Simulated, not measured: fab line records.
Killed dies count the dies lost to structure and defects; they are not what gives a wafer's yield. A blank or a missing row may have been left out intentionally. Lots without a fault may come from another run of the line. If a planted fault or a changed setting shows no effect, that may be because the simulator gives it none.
Comparing a struck lot with a sound one | flow nand_harc | 15 out of 1159 route steps
Sound: the wafers L977.3, L977.5, L977.6. Struck: wafer L986.5 (L986.2, L986.3, from the same lot, were not struck and are left out); the cause is given at the end.
At each step with rows: each side's tool, then ch and its chambers, then its first start. Under that, the readings that differ: sound wafers | struck wafers | difference of the means | sigmas: that difference in standard deviations of wafers without a fault.
alike: a reading whose means differ by less than 2 such deviations, as well as words and numbers matching on both sides. not compared: withheld readings; readings where some wafer has no value; bounds like >300 that might hide an equal value; numbers whose values overlap and for which the record gives no deviation.
A row with sigmas, a row that says differs or no value, or rows on one side alone: a step with any of these is where the two part. Non-overlapping numbers with no deviation appear without sigmas and do not part them. A reading missing from all wafers of one side parts the sides only when that side holds two or more wafers.

first, 1 step without rows for these wafers: NHARC_A_ONON_D1_DEP_00 (target thk 1000 nm).
NHARC_A_ONON_D1_THK_MEAS_02: measures by ellipsometry.
  sound on film_metro-02, day 7 18:37; struck on film_metro-01, day 10 07:31
  alike: thk_nm
then, 1 step without rows for these wafers: NHARC_A_ONON_D1_DEP_03 (target thk 1000 nm).
NHARC_A_ONON_D1_THK_MEAS_05: measures by ellipsometry.
  sound on film_metro-02, day 7 19:11; struck on film_metro-02, day 10 08:04
  alike: thk_nm
then, 1 step without rows for these wafers: NHARC_A_ONON_D1_DEP_06 (target thk 1000 nm).
NHARC_A_ONON_D1_THK_MEAS_08: measures by ellipsometry.
  sound on film_metro-02, day 7 19:45; struck on film_metro-02, day 10 08:38
  alike: thk_nm
then, 1 step without rows for these wafers: NHARC_A_ONON_D1_DEP_09 (target thk 1000 nm).
NHARC_A_ONON_D1_THK_MEAS_11: measures by ellipsometry.
  sound on film_metro-01, day 7 20:19; struck on film_metro-01, day 10 09:13
  alike: thk_nm
then, 1 step without rows for these wafers: NHARC_A_ONON_D1_DEP_12 (target thk 1000 nm).
NHARC_A_ONON_D1_THK_MEAS_14: measures by ellipsometry.
  sound on film_metro-02, day 7 20:53; struck on film_metro-01, day 10 09:47
  alike: thk_nm
then, 1 step without rows for these wafers: NHARC_A_ONON_D1_ANNEAL_15 (time 3600 s).
NHARC_A_ONON_D1_DEP_16: target thk 1000 nm.
  sound on pecvd_onon-02 ch 0, day 8 07:38; struck on pecvd_onon-02 ch 0, day 10 16:47
NHARC_A_ONON_D1_THK_MEAS_18: measures by ellipsometry.
  sound on film_metro-01, day 8 08:02; struck on film_metro-01, day 10 17:14
  reading     | sound       | struck | difference | sigmas
  thk_nm (nm) | 997 997 998 | 1447   | +450       | +46
then, 1 step without rows for these wafers: NHARC_A_ONON_D1_DEP_19 (target thk 1000 nm).
-- record jumps: 12 days between struck wafers' starts before vs after; left off in module A_ONON_D1, resumes in module END, first step shown is number 1159 of the route --
NHARC_END_SORT_01:
  only the struck wafers appear in the record here, on prober-01 ch 0 at day 22 07:55; the sound ones have no rows

== WHERE THEY PART ==
Last at NHARC_END_SORT_01 as far as this record goes, first at NHARC_A_ONON_D1_THK_MEAS_18.

WHY: the cause the simulator had injected
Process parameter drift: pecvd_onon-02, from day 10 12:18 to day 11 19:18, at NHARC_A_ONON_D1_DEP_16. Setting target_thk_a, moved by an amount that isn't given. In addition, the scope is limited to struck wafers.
